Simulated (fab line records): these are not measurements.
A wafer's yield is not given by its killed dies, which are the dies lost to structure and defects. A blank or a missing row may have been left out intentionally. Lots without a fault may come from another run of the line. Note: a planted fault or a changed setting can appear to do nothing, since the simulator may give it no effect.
A lot that was struck, set against a sound lot	flow n5-finfet	36 steps out of a route of 1938
Sound: wafers L684.1, L684.2, L684.3. Wafers struck: L677.3, L677.5, L677.6. At the end, the cause is stated.
Order at every step that has rows: each side's tool, ch and its chambers, its first start. Under that, the readings that differ: sound wafers	struck wafers	difference of the means	sigmas: that difference in standard deviations of wafers without a fault.
alike: words and numbers the same on both sides, and readings whose means are apart by under 2 such deviations; not compared: readings that were withheld, readings missing a value for some wafer, numbers with overlapping values and no deviation given by the record, and bounds like >300 which may hide the same value.
A row with sigmas, a row that says differs or no value, or rows on one side alone: a step with any of these is where the two part. Non-overlapping numbers with no deviation appear without sigmas and do not part them. A reading that every wafer of one side lacks parts them only if that side has two wafers or more.

first, 9 steps without rows for these wafers: N5_BEOL_M4_ANNEAL_95 (time 240 s); N5_BEOL_M4_SPUTTER_96 (material Cu, target thk 4.5 nm, time 8.29 s); N5_BEOL_M4_ECD_50 (material Cu, target thk 300 nm); N5_BEOL_M4_ANNEAL_51 (time 90 s); N5_BEOL_M4_CMP_52 (polishes, stops on SiOC, t overpolish 6.8 s, target thk 40 nm); N5_BEOL_M4_PRE_CLEAN_60 (time 15 s); N5_BEOL_M4_CO_CAP_55 (material Co, precursor CCTBA/H2, target thk 2 nm, time 102.1 s); N5_BEOL_M4_PRE_CLEAN_56 (time 15 s); N5_BEOL_M4_DEP_57 (deposits SiCN from 3MS/NH3, target thk 8 nm, time 14 s).
N5_BEOL_M4_RC_MEAS_101:
  sound on prober-01 ch 0, day 14 19:16; struck on prober-01 ch 0, day 13 00:32
  alike: DIBL_N, DIBL_P, IOFF_N, IOFF_P, ION_N, ION_P, SS_N, SS_P, VT_N, VT_P
then, 24 steps without rows for these wafers: N5_BEOL_M5_ILD_DEP_00 (deposits SiCOH lowk from DEMS/porogen, target thk 140.64 nm, time 25.9 s); N5_BEOL_M5_CURE_79 (cures SiCOH lowk, time 240 s); N5_BEOL_M5_PECVD_70 (deposits SiO2 from TEOS/O2, target thk 16 nm, time 18 s); N5_BEOL_M5_HM_DEP_02 (deposits TiN, target thk 20 nm); N5_BEOL_M5_COAT_59 (time 60 s, resist thk 60 nm); N5_BEOL_M5_COAT_60 (time 60 s, resist thk 12 nm); N5_BEOL_M5_COAT_71 (time 60 s, resist thk 5 nm); N5_BEOL_M5_COAT_05 (resist thk 30 nm); N5_BEOL_M5_EBR_07; N5_BEOL_M5_SOFTBAKE_06 (time 60 s); N5_BEOL_M5_EXPOSE_08 (exposes mask M5, target cd 28 nm); N5_BEOL_M5_PEB_09 (peb time 60 s); N5_BEOL_M5_DEVELOP_10 (develop time 30 s); N5_BEOL_M5_DESCUM_16 (chemistry O2, time 7 s); N5_BEOL_M5_ETCH_72 (etches underlayer in N2/H2, target depth 6.5 nm, time 5.2 s); N5_BEOL_M5_ETCH_61 (etches SiARC in CF4, target depth 15.6 nm, time 26 s); N5_BEOL_M5_ETCH_62 (etches SOC in N2/H2, target depth 75 nm, overetch 15 nm, time 112.5 s); N5_BEOL_M5_STRIP_63 (strips in N2/H2); N5_BEOL_M5_STRIP_73 (strips in N2/H2); N5_BEOL_M5_STRIP_64 (strips in CF4); N5_BEOL_M5_HM_OPEN_17 (chemistry Cl2/BCl3, target TiN, target depth 20 nm, overetch 6 nm); N5_BEOL_M5_STRIP_19 (strips in O2); N5_BEOL_M5_COAT_65 (time 60 s, resist thk 60 nm); N5_BEOL_M5_COAT_66 (time 60 s, resist thk 12 nm).
-- here the record skips 3 days between the struck wafers' starts before and after, leaving off in module BEOL_M5 and picking up in module BEOL_M13 (first step shown: number 1713 of the route) --
N5_BEOL_M13_DEP_53: deposits SiCN from 3MS/NH3, target thk 50 nm, time 17.8 s.
  sound on pecvd-03 ch 0,1,2, day 18 13:58; struck on pecvd-03 ch 0,1,2, day 16 09:22
  no value came back on the struck wafers for chamber-pressure-Torr (Torr), rf-fwd-power-W (W), showerhead-plenum-p-Torr (Torr), throttle-valve-pct (%); on the sound wafers chamber-pressure-Torr (Torr) reads 3.008 3.006 2.999
N5_PASSIVATION_PROBE_49:
  the record has rows for the struck wafers here (prober-01, day 17 17:18) and none for the sound ones

WHERE THEY PART
Last at N5_PASSIVATION_PROBE_49 as far as this record goes, first at N5_BEOL_M13_DEP_53.

WHY: whatever the simulator had introduced
Skipped step whole: pecvd-03, from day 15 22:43 on, at N5_BEOL_M13_DEP_53. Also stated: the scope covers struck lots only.
